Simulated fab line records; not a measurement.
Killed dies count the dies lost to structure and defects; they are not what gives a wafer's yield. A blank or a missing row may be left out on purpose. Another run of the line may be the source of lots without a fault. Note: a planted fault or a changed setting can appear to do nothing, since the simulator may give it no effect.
Comparing a struck lot with a sound one :: flow nand harc :: 13 steps out of a route of 1302
Sound: wafers L332.2, L332.3, L332.6. Struck: wafer L335.4 (L335.3, L335.5, from the same lot, were not struck and are left out); the cause is given at the end.
Order at every step that has rows: each side's tool, ch and its chambers, its first start. Under that, the readings that differ: sound wafers :: struck wafers :: difference of the means :: sigmas: that difference in standard deviations of wafers without a fault.
alike: words and numbers the same on both sides, and readings whose means are apart by under 2 such deviations; not compared: readings that were withheld, readings missing a value for some wafer, numbers with overlapping values and no deviation given by the record, and bounds like >300 which may hide the same value.
The two part at a step that has a row with sigmas, a row that says differs or no value, or rows on one side only. Numbers that don't overlap but have no deviation are shown without sigmas and don't part them. A reading missing from all wafers of one side parts the sides only when that side holds two or more wafers.

NHARC_A_WL_FILL_RTA_01: time 5 s.
  sound on rtp anneal-02 ch 0, day 21 13:59; struck on rtp anneal-01 ch 0, day 22 07:34
  alike: lamp power pct, wafer_temp_C_max
NHARC_A_WL_FILL_ALD_02: deposits TiN, target thk 2 nm, pulse time 3 s, ald cycles 100.
  sound on ald metal-01 ch 0,1,3, day 21 14:13; struck on ald metal-02 ch 1, day 22 07:45
  alike: heater power outer w, heater power w, precursor pulse height rel
  not compared: ald cycles
then, 2 steps without rows for these wafers: NHARC_A_WL_FILL_CVD_03 (deposits W, target thk 40 nm, time 279 s); NHARC_A_WL_FILL_ETCHBACK_04 (etches the open film in NF3, target depth 60 nm, time 120 s).
NHARC_A_WL_FILL_ETCHBACK_05: etches the open film in Cl2/BCl3, target depth 22 nm, time 60 s.
  sound on rie metal-01 ch 0,1, day 21 15:31; struck on rie metal-01 ch 1, day 22 08:47
  alike: drypump motor current A, oes product au, temp c
  not compared: rf hours counter h
NHARC_A_WL_FILL_STRIP_27: strips in N2/H2, time 20 s.
  sound on plasma asher-02 ch 1, day 21 15:38; struck on plasma asher-02 ch 1, day 22 08:57
reading: rf refl power W (W)
sound: - - -
struck: 25
difference: no value on the sound wafers
sigmas: 
  alike: drypump motor current A, heater power w, temp c
  not compared: rf hours counter h
then, 4 steps without rows for these wafers: NHARC_A_WL_FILL_STRIP_28 (strips in post etch residue remover, time 1200 s); NHARC_A_WL_FILL_PRECLEAN_06 (cleans in DIW, time 300 s); NHARC_A_WL_FILL_SRD_07; NHARC_A_WL_FILL_ANNEAL_08 (time 1800 s).
NHARC_A_WL_FILL_ALD_10: deposits SiO2, target thk 50 nm, pulse time 10 s, ald cycles 500.
  sound on ald hk-03 ch 0,1, day 21 23:27; struck on ald hk-03 ch 2, day 22 16:19
reading: ald cycles
sound: 500 500 500
struck: 474
difference: -26
sigmas: 
  alike: heater power outer w, heater power w, precursor pulse height rel
NHARC_A_WL_FILL_ETCHBACK_16: etches the open film in C4F8/O2/Ar, target depth 120 nm, time 24 s.
  sound: rie diel-05 ch 0,1; struck: rie diel-01 ch 0
reading: rf vpp V (V)
sound: 731 727 727
struck: 720
difference: -8
sigmas: -2
  alike: oes product au
  not compared: rf hours counter h
NHARC_END_SORT_01:
  the record has rows for the sound wafers here (prober-02 ch 0, day 25 12:48) and none for the struck ones

== WHERE THEY PART ==
Last at NHARC_END_SORT_01 as far as this record goes, first at NHARC_A_WL_FILL_STRIP_27.

WHY: the cause the simulator had injected
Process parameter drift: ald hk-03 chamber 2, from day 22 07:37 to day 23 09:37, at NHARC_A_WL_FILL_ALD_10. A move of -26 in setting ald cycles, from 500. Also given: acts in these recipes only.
